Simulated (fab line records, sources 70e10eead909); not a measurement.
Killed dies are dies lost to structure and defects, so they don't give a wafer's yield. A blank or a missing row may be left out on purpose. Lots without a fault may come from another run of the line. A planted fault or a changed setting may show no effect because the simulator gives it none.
Chamber matching | flow nand_harc | NHARC_A_SGD_CUT_CMP_21 on cmp-02: 4 sister chambers
The step polishes, target thk 148.19 nm. 8 wafers are shown with their chamber, then 12 later ones without.

WAFERS WITH THEIR CHAMBER
wafer  | chamber | motor_current_A (A) | time_to_endpoint_s (s)
L082.6 | 0       | 11.8                | 52.4
L080.3 | 3       | 15.5                | 54.7
L080.6 | 2       | 12.2                | 50.3
L084.2 | 0       | 11.3                | 52.9
L084.3 | 2       | 12.1                | 52.0
L090.3 | 3       | 16.1                | 55.1
L090.4 | 1       | 12.6                | 52.7
L090.5 | 1       | 13.0                | 51.1

WAFERS WITHOUT THEIR CHAMBER
wafer  | motor_current_A (A) | time_to_endpoint_s (s)
L092.1 | 11.7                | 42.9
L092.5 | 13.6                | 45.4
L092.6 | 11.9                | 49.8
L093.2 | 11.5                | 51.0
L093.3 | 16.3                | 57.5
L093.6 | 16.4                | 56.0
L096.1 | 11.8                | 51.7
L096.2 | 13.4                | 52.5
L096.4 | 11.4                | 54.3
L097.2 | 11.1                | 49.7
L097.3 | 15.7                | 53.6
L097.4 | 13.5                | 46.1

WHICH CHAMBER EACH WENT THROUGH
wafer  | from the rows above          | in truth
L092.1 | can't be placed: 2 or 1 or 0 | 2
L092.5 | can't be placed: 1 or 2      | 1
L092.6 | can't be placed: 2 or 0      | 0
L093.2 | can't be placed: 0 or 2      | 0
L093.3 | 3                            | 3
L093.6 | 3                            | 3
L096.1 | can't be placed: 2 or 0 or 1 | 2
L096.2 | 1                            | 1
L096.4 | 0                            | 0
L097.2 | can't be placed: 0 or 2      | 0
L097.3 | 3                            | 3
L097.4 | can't be placed: 1 or 2      | 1
Placed correctly: 5 of 12. Can't be placed from these rows: 7 (the true chamber is among the candidates in 7). Placed wrongly: 0.
How it was worked out, from the rows above alone: a wafer's distance from a chamber is the root of the sum, over the readings, of the square of ((its reading less the chamber's mean) divided by the reading's scatter). The wafer belongs to the nearest chamber; if the next one is less than 2 further off, it can't be placed. A chamber's mean is the mean of its shown wafers. The scatter: the root of (the sum of the squares of (reading less its chamber's mean) over the shown wafers, divided by (wafers less chambers)).
